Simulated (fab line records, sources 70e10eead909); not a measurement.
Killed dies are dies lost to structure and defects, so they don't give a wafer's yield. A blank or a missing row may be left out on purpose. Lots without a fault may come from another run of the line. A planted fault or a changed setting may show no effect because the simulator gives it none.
Chamber matching | flow nand_harc | NHARC_A_CHANNEL_FILL_D1_ETCHBACK_19 on rie_si-02: 4 sister chambers
The step etches the open film in HBr/Cl2, target depth 5 nm, time 1.7 s. 14 wafers are shown with their chamber, then 7 later ones without.

WAFERS WITH THEIR CHAMBER
wafer  | chamber | drypump_motor_current_A (A) | oes_product_au (a.u.) | hbr_flow_sccm (sccm)
L176.2 | 1       | 5.3                         | 1.003                 | 150.1
L176.5 | 0       | 5.2                         | 0.998                 | 149.8
L176.6 | 1       | 5.3                         | 0.996                 | 150.2
L177.1 | 0       | 5.2                         | 1.008                 | 150.5
L177.2 | 2       | 6.1                         | 0.996                 | 150.1
L177.6 | 3       | 5.0                         | 0.990                 | 150.5
L182.4 | 3       | 5.0                         | 0.992                 | 149.5
L182.5 | 3       | 5.0                         | 0.998                 | 149.6
L182.6 | 0       | 5.2                         | 1.005                 | 150.0
L183.1 | 1       | 5.3                         | 1.002                 | 149.6
L183.2 | 2       | 6.1                         | 1.007                 | 150.6
L183.4 | 0       | 5.2                         | 0.999                 | 150.1
L186.1 | 1       | 5.3                         | 1.011                 | 149.4
L186.3 | 2       | 6.0                         | 1.009                 | 149.9

SIGNATURES (means of the wafers above)
reading                 | chamber 0 | chamber 1 | chamber 2 | chamber 3 | scatter within a chamber
drypump_motor_current_A | 5.200     | 5.300     | 6.067     | 5.000     | 0.0258
oes_product_au          | 1.00250   | 1.00300   | 1.00400   | 0.99333   | 0.00562
hbr_flow_sccm           | 150.100   | 149.825   | 150.200   | 149.867   | 0.397
Rule: a wafer's distance from a chamber is the root of the sum, over the readings, of the square of ((its reading less the chamber's mean) divided by the reading's scatter). The wafer belongs to the nearest chamber; if the next one is less than 2 further off, it can't be placed. The scatter: the root of (the sum of the squares of (reading less its chamber's mean) over the shown wafers, divided by (wafers less chambers)).

WAFERS WITHOUT THEIR CHAMBER
wafer  | drypump_motor_current_A (A) | oes_product_au (a.u.) | hbr_flow_sccm (sccm)
L186.6 | 5.3                         | 1.011                 | 149.6
L197.1 | 5.2                         | 0.991                 | 149.6
L197.4 | 6.1                         | 0.993                 | 150.3
L197.6 | 5.0                         | 0.996                 | 149.8
L198.2 | 5.0                         | 0.988                 | 149.6
L198.3 | 5.3                         | 1.016                 | 150.3
L198.5 | 6.1                         | 0.996                 | 150.1

WHICH CHAMBER EACH WENT THROUGH
wafer  | from the rows above     | in truth
L186.6 | 1                       | 1
L197.1 | 0                       | 0
L197.4 | 2                       | 2
L197.6 | 3                       | 3
L198.2 | 3                       | 3
L198.3 | can't be placed: 1 or 0 | 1
L198.5 | 2                       | 2
Placed correctly: 6 of 7. Can't be placed from these rows: 1 (the true chamber is among the candidates in 1). Placed wrongly: 0.
